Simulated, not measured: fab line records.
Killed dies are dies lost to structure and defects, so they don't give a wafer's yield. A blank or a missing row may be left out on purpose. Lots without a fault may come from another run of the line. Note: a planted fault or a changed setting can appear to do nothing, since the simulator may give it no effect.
Which tool was responsible? | flow nand-harc | 6 lots, 18 wafers sampled, at 3 steps of a route of 1302

== WHAT THE GAUGES READ, wafer by wafer ==
NHARC_P_GATE_CD_MEAS_26: target cd 120 nm.
lot  | measured     | on        | cd-nm (nm)
L588 | day 5 09:48  | cd-sem-03 | 121.1 120.9 120.6
L592 | day 6 23:40  | cd-sem-02 | 119.6 120.0 120.5
L594 | day 7 20:59  | cd-sem-01 | 119.1 119.1 119.8
L602 | day 11 16:15 | cd-sem-02 | 120.4 118.8 120.2
L605 | day 12 13:07 | cd-sem-01 | 119.2 120.2 120.0
L610 | day 14 17:49 | cd-sem-02 | 119.6 121.0 121.0

== EACH LOT AND THE TOOL THAT RAN IT (in order: tool; ch and the chambers of the sampled wafers; start) ==
lot  | NHARC_P_STI_DESCUM_14              | NHARC_P_GATE_EXPOSE_23
L588 | rie-diel-08 ch 0,1,3, day 3 05:24  | arfi-scanner-03 ch 0, day 5 09:40
L592 | rie-diel-04 ch 1,2,3, day 4 21:52  | arfi-scanner-01 ch 0, day 6 23:31
L594 | rie-diel-04 ch 0,2,3, day 5 17:55  | arfi-scanner-03 ch 0, day 7 20:51
L602 | rie-diel-04 ch 0,2, day 9 03:55    | arfi-scanner-03 ch 0, day 11 16:07
L605 | rie-diel-08 ch 0,2,3, day 10 09:31 | arfi-scanner-03 ch 0, day 12 12:59
L610 | rie-diel-08 ch 1,2,3, day 12 14:35 | arfi-scanner-03 ch 0, day 14 17:41
- NHARC_P_STI_DESCUM_14: chemistry O2, time 3 s.
- NHARC_P_GATE_EXPOSE_23: exposes mask P GATE, target cd 120 nm.

== THE ANSWER, worked out from the rows above alone ==
Rule: the lots themselves supply what counts as usual. Put in order of their means at a reading, lots are off if they are a third of the lots or fewer, leave a main group of 4 or more, and stand apart from it by a gap of 3 or more times the standard deviation of the main group's means; of several such gaps the widest counts. A main group whose means are all the same, to the digits that the tables above print for the reading, isn't used. A lot without any number at a reading at which 4 lots or more have one is off too. The other lots that the step has rows for count as sound.
No lot is off on any of the readings shown, so nothing can be concluded from this.

== WHAT WAS PUT IN BY THE SIMULATOR ==
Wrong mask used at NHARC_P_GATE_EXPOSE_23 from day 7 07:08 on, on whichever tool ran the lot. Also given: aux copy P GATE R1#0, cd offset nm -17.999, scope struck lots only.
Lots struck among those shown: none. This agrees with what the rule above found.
